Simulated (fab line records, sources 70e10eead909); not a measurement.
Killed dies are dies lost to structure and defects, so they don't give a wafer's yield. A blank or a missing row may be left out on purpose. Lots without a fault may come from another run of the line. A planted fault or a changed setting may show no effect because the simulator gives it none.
Which tool did it? | flow nand_harc | 24 lots, 72 wafers sampled, at 2 steps of a route of 1302

WHAT THE GAUGES READ, wafer by wafer
NHARC_A_M0_OVL_MEAS_10: pitch 160 nm.
lot  | measured     | on         | overlay_x_nm (nm) | overlay_y_nm (nm)
L074 | day 22 22:49 | overlay-02 | -0.4 -0.2 -0.1    | 0.3 0.4 0.7
L077 | day 23 18:18 | overlay-02 | 1.7 1.3 1.6       | 0.1 -0.1 0.0
L076 | day 23 18:27 | overlay-01 | 0.0 0.1 -0.1      | -0.3 0.1 0.3
L075 | day 23 19:57 | overlay-02 | 0.1 -0.1 0.4      | -1.7 -2.1 -1.8
L078 | day 24 05:23 | overlay-01 | 0.1 -0.6 -0.5     | -0.2 -0.2 -0.2
L080 | day 25 07:31 | overlay-01 | 0.0 0.1 -0.4      | 0.3 0.5 0.2
L079 | day 25 21:16 | overlay-01 | 0.2 0.1 0.5       | 0.2 0.5 0.9
L082 | day 26 06:25 | overlay-01 | 0.1 -0.3 -0.4     | -1.2 -1.1 -1.7
L081 | day 26 07:22 | overlay-01 | -0.2 -0.5 -1.2    | 0.0 0.2 0.2
L083 | day 26 11:21 | overlay-01 | 1.2 0.8 1.7       | -0.7 -0.9 -1.2
L085 | day 27 05:41 | overlay-01 | -0.2 -0.3 -0.5    | -1.1 -1.4 -1.6
L084 | day 27 05:50 | overlay-02 | -0.6 -0.5 -1.3    | 1.5 1.4 1.6
L086 | day 27 08:40 | overlay-01 | -0.2 -0.5 -0.6    | -0.9 -0.4 -0.6
L087 | day 27 12:37 | overlay-02 | 0.1 0.2 -0.1      | 0.9 1.0 1.3
L088 | day 28 06:15 | overlay-02 | 1.2 0.9 0.8       | -0.1 -0.1 0.0
L090 | day 29 08:25 | overlay-02 | -2.0 -1.7 -1.3    | 1.1 0.8 0.4
L089 | day 29 10:39 | overlay-01 | 0.5 0.7 0.6       | 0.5 0.4 1.1
L092 | day 30 05:47 | overlay-02 | -0.3 -0.3 -0.6    | 0.2 0.2 0.3
L091 | day 30 08:50 | overlay-02 | 0.6 1.0 1.2       | -0.1 0.1 -0.1
L093 | day 30 22:49 | overlay-01 | 0.2 0.4 -0.2      | -2.0 -1.8 -1.9
L095 | day 32 02:46 | overlay-01 | 0.0 0.7 0.7       | -0.7 -0.3 -0.4
L097 | day 32 09:53 | overlay-02 | -0.5 0.2 -0.3     | 0.2 0.2 0.2
L094 | day 32 11:25 | overlay-02 | 1.3 1.6 1.3       | -0.1 0.0 0.3
L096 | day 32 19:20 | overlay-02 | -0.5 -0.5 -0.2    | 0.0 0.6 0.3

WHICH TOOL RAN EACH LOT (tool, then ch and the chambers of the sampled wafers, then the start)
lot  | NHARC_A_BLC_PVD_32
L074 | pvd_sputter-01, day 22 22:49 or earlier
L077 | pvd_sputter-02, day 23 18:18 or earlier
L076 | pvd_sputter-01, day 23 18:27 or earlier
L075 | pvd_sputter-01, day 23 19:57 or earlier
L078 | pvd_sputter-02, day 24 05:23 or earlier
L080 | pvd_sputter-02, day 25 07:31 or earlier
L079 | pvd_sputter-03, day 25 21:16 or earlier
L082 | pvd_sputter-02, day 26 06:25 or earlier
L081 | pvd_sputter-02, day 26 07:22 or earlier
L083 | pvd_sputter-02, day 26 11:21 or earlier
L085 | pvd_sputter-01, day 27 05:41 or earlier
L084 | pvd_sputter-03, day 27 05:50 or earlier
L086 | pvd_sputter-03, day 27 08:40 or earlier
L087 | pvd_sputter-03, day 27 12:37 or earlier
L088 | pvd_sputter-02, day 28 06:15 or earlier
L090 | pvd_sputter-02, day 29 08:25 or earlier
L089 | pvd_sputter-01, day 29 10:39 or earlier
L092 | pvd_sputter-01, day 30 05:47 or earlier
L091 | pvd_sputter-03, day 30 08:50 or earlier
L093 | pvd_sputter-02, day 30 22:49 or earlier
L095 | pvd_sputter-03, day 32 02:46 or earlier
L097 | pvd_sputter-01, day 32 09:53 or earlier
L094 | pvd_sputter-02, day 32 11:25 or earlier
L096 | pvd_sputter-02, day 32 19:20 or earlier
- NHARC_A_BLC_PVD_32: deposits Ti, target thk 5 nm, time 17.7 s.

WHAT THE TOOLS THEMSELVES READ (means of the sampled wafers that have a number; where no wafer has one, the mark that the record gives instead)
NHARC_A_BLC_PVD_32.
lot  | tool           | throttle_valve_pct (%)
L074 | pvd_sputter-01 | 30.2
L077 | pvd_sputter-02 | 31.0
L076 | pvd_sputter-01 | 29.6
L075 | pvd_sputter-01 | 29.7
L078 | pvd_sputter-02 | 31.0
L080 | pvd_sputter-02 | 30.3
L079 | pvd_sputter-03 | 30.4
L082 | pvd_sputter-02 | 30.0
L081 | pvd_sputter-02 | 29.7
L083 | pvd_sputter-02 | 30.0
L085 | pvd_sputter-01 | 29.6
L084 | pvd_sputter-03 | 30.1
L086 | pvd_sputter-03 | 29.5
L087 | pvd_sputter-03 | 29.2
L088 | pvd_sputter-02 | 29.9
L090 | pvd_sputter-02 | 30.6
L089 | pvd_sputter-01 | 28.7
L092 | pvd_sputter-01 | 29.1
L091 | pvd_sputter-03 | 30.1
L093 | pvd_sputter-02 | 30.2
L095 | pvd_sputter-03 | 30.5
L097 | pvd_sputter-01 | 29.1
L094 | pvd_sputter-02 | 31.1
L096 | pvd_sputter-02 | 30.3

THE ANSWER, worked out from the rows above alone
Rule: what is usual is taken from the lots themselves. Put in order of their means at a reading, lots are off if they are a third of the lots or fewer, leave a main group of 4 or more, and stand apart from it by a gap of 3 or more times the standard deviation of the main group's means; of several such gaps the widest counts. A main group whose means are all the same, to the digits that the tables above print for the reading, isn't used. A lot without any number at a reading at which 4 lots or more have one is off too. The other lots that the step has rows for count as sound. The gauges are gone through in route order, then the tools' own readings, and for those a lot's mean is taken as printed above. The first step at which some lot is off is used, and at that step the reading that is off furthest; a lot without a number counts as furthest.
No lot is off at any reading shown: from this, nothing can be told.

WHAT THE SIMULATOR HAD PUT IN
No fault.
